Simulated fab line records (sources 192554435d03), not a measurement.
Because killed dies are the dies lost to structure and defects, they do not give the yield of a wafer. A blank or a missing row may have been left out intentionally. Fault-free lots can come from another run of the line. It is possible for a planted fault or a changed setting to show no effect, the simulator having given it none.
Comparing a struck lot with a sound one :: flow n5_finfet :: 40 out of 1938 route steps
Sound: these wafers, L654.1, L654.2, L654.4. The struck wafers were L649.1, L649.3, L649.6. At the end, the cause is stated.
For every step that has rows: the tool of each side, followed by ch and its chambers, followed by its first start. Under that, the readings that differ: sound wafers :: struck wafers :: difference of the means :: sigmas: that difference in standard deviations of wafers without a fault.
alike: same words and numbers on both sides, and readings whose means sit less than 2 such deviations apart. not compared: any withheld reading, any reading some wafer has no value for, any bound like >300 that may hide the same value, and any number with overlapping values for which the record gives no deviation.
Wherever a step has rows on one side only, a row that says differs or no value, or a row with sigmas, the two part there. Numbers that don't overlap but have no deviation are shown without sigmas and don't part them. A reading missing from all wafers of one side parts the sides only when that side holds two or more wafers.

first, 12 steps without rows for these wafers: N5_HKMG_FIN_ETCH_58 (etches SOC in N2/H2, target depth 215.8 nm, time 741 s); N5_HKMG_FIN_STRIP_93 (strips SOC in N2/H2, time 20 s); N5_HKMG_FIN_WET_ETCH_76 (etches Al2O3 in dNH4OH, stops on La2O3, target depth 2.25 nm, rinse time 30 s); N5_HKMG_FIN_STRIP_60 (strips in N2/H2, time 360 s); N5_HKMG_FIN_WET_ETCH_77 (etches La2O3 in dHCl, stops on HfO2, target depth 2 nm); N5_HKMG_FIN_WET_ETCH_78 (etches Al2O3 in dNH4OH, stops on La2O3, target depth 4.5 nm, rinse time 30 s); N5_HKMG_FIN_ALD_79 (deposits TiN, target thk 1.5 nm, pulse time 1 s, purge time 3 s); N5_HKMG_FIN_CVD_62 (deposits a-Si from Si2H6, target thk 3 nm, time 20.8 s); N5_HKMG_FIN_RTA_80 (time 2 s); N5_HKMG_FIN_PRECLEAN_64 (cleans in dHF, time 30 s); N5_HKMG_FIN_WET_ETCH_65 (etches a-Si in TMAH, stops on TiN, time 49 s, target depth 3 nm); N5_HKMG_FIN_WET_ETCH_81 (etches TiN in SC1, stops on HfO2, time 57 s, target depth 6 nm).
N5_HKMG_FIN_WET_ETCH_82: etches La2O3 in dHCl, stops on HfO2, target depth 2 nm, rinse time 30 s.
  sound on wet_bench-05 ch 1,2,3, day 9 01:14; struck on wet_bench-04 ch 0,1,6, day 7 18:29
  no value came back on the struck wafers for bath_heat_duty_pct (%), rinse_temp_c (C); on the sound wafers bath_heat_duty_pct (%) reads 6.7 5.1 5.0
reading: model.La2O3_of_HKMG_FIN_ALD_74.thk_nm (nm)
sound: 0 0 0
struck: 0.6 0.6 0.6
difference: +0.6
sigmas: 
then, 25 steps without rows for these wafers: N5_HKMG_FIN_ALD_36 (deposits TiN, target thk 1 nm, pulse time 1 s, purge time 3 s); N5_HKMG_FIN_PWFM_ALD_03 (deposits TiN, target thk 2 nm, pulse time 1 s, purge time 3 s); N5_HKMG_FIN_COAT_29 (time 60 s, resist thk 300 nm); N5_HKMG_FIN_COAT_30 (time 60 s, resist thk 35 nm); N5_HKMG_FIN_COAT_06 (resist thk 90 nm); N5_HKMG_FIN_EBR_08; N5_HKMG_FIN_SOFTBAKE_07 (time 60 s); N5_HKMG_FIN_EXPOSE_09 (exposes mask NWFM); N5_HKMG_FIN_PEB_10 (peb time 60 s); N5_HKMG_FIN_DEVELOP_11 (develop time 30 s); N5_HKMG_FIN_DESCUM_17 (chemistry O2, time 7.9 s); N5_HKMG_FIN_ETCH_31 (etches SiARC in CF4, target depth 45.5 nm, time 75.8 s); N5_HKMG_FIN_ETCH_32 (etches SOC in N2/H2, target depth 240 nm, time 300 s); N5_HKMG_FIN_STRIP_33 (strips in N2/H2); N5_HKMG_FIN_STRIP_34 (strips in CF4); N5_HKMG_FIN_ETCH_35 (etches SOC in N2/H2, target depth 215.8 nm, time 243.4 s); N5_HKMG_FIN_STRIP_92 (strips SOC in N2/H2, time 20 s); N5_HKMG_FIN_WET_ETCH_18 (etches TiN in SC1, time 55 s, target depth 5.2 nm, rinse time 30 s); N5_HKMG_FIN_STRIP_19 (strips in N2/H2, time 360 s); N5_HKMG_FIN_ALD_91 (deposits TiN, target thk 1 nm, pulse time 1 s, purge time 3 s); N5_HKMG_FIN_COAT_85 (time 60 s, resist thk 300 nm); N5_HKMG_FIN_ETCH_86 (etches SOC in N2/H2, stops on TiN, target depth 393.2 nm); N5_HKMG_FIN_STRIP_89 (strips SOC in N2/H2, time 20 s); N5_HKMG_FIN_WET_ETCH_87 (etches TiN in SC1, time 154.2 s, target depth 4.7 nm, rinse time 30 s); N5_HKMG_FIN_STRIP_88 (strips in N2/H2, time 360 s).
-- a jump in the record: the struck wafers' starts before and after are 4 days apart (it breaks off in module HKMG_FIN and resumes in module BEOL_M4, where the first step shown is number 1111 of the route) --
N5_BEOL_M4_RC_MEAS_101:
  sound on prober-01 ch 0, day 13 15:07; struck on prober-02 ch 0, day 12 04:28
reading: DIBL_P (mV/V)
sound: 34.4 36.0 34.3
struck: 39.0 37.3 37.4
difference: +3.0
sigmas: +2

reading: EOT_P
sound: 10.46 10.50 10.43
struck: 10.88 10.81 10.96
difference: +0.42
sigmas: +5

reading: IGATE_P (nA/um)
sound: 0.0040 0.0038 0.0040
struck: 0.0007 0.0008 0.0006
difference: -0.0032
sigmas: -7

reading: IOFF_P (nA/um)
sound: 0.212 0.238 0.206
struck: 0.059 0.051 0.051
difference: -0.165
sigmas: -6

reading: IOFF_P_85C (nA/um)
sound: 3.7 4.1 3.6
struck: 1.3 1.1 1.1
difference: -2.6
sigmas: -6

reading: IOFF_P_LIN (nA/um)
sound: 0.105 0.115 0.102
struck: 0.028 0.025 0.025
difference: -0.081
sigmas: -7

reading: IOFF_P_LONG (nA/um)
sound: 0.000125 0.000118 0.00012
struck: 5.1e-05 5.5e-05 5.6e-05
difference: -6.7e-05
sigmas: -8

reading: ION_P (uA/um)
sound: 473 464 463
struck: 400 395 389
difference: -72
sigmas: -11

reading: SS_N (mV/dec)
sound: 70.7 71.0 70.7
struck: 72.1 72.0 71.7
difference: +1.1
sigmas: +2

reading: VT_N_LVT (mV)
sound: 102 99 103
struck: 49 52 54
difference: -50
sigmas: -16

reading: VT_P (mV)
sound: -250.3 -247.3 -248.2
struck: -285.3 -290.6 -292.6
difference: -40.9
sigmas: -14

reading: VT_P_LONG (mV)
sound: -270.7 -270.8 -271.1
struck: -315.0 -317.3 -316.4
difference: -45.4
sigmas: -16
  alike: DIBL_N, IOFF_N, ION_N, SS_P, VT_N
-- the record jumps here: 4 days lie between the struck wafers' starts before and after (it left off in module BEOL_M4 and takes up again in module PASSIVATION, whose first step shown is number 1936 of the route) --
N5_PASSIVATION_PROBE_49:
  sound: prober-02 at day 18 03:36; struck: prober-01 at day 16 09:26
reading: sort_bin_8_speed (%)
sound: 0 0 0
struck: 92.46 91.69 91.27
difference: +91.81
sigmas: +99 or more

reading: sort_n_pass
sound: 1076 1052 1088
struck: 0 0 0
difference: -1072
sigmas: -63

reading: sort_yield_pct (%)
sound: 91.2 89.2 92.2
struck: 0 0 0
difference: -91
sigmas: -61
  alike: defect_limited_yield, killed_at_M0_to_M3, killed_at_M4_up, killed_at_contacts, killed_at_front_end, killed_at_other, killed_dies, killed_open, killed_short, sort_bin_5_function, sort_bin_6_memory

== WHERE THEY PART ==
Earliest at N5_HKMG_FIN_WET_ETCH_82; latest, in this record, at N5_PASSIVATION_PROBE_49.

WHY: the cause the simulator had injected
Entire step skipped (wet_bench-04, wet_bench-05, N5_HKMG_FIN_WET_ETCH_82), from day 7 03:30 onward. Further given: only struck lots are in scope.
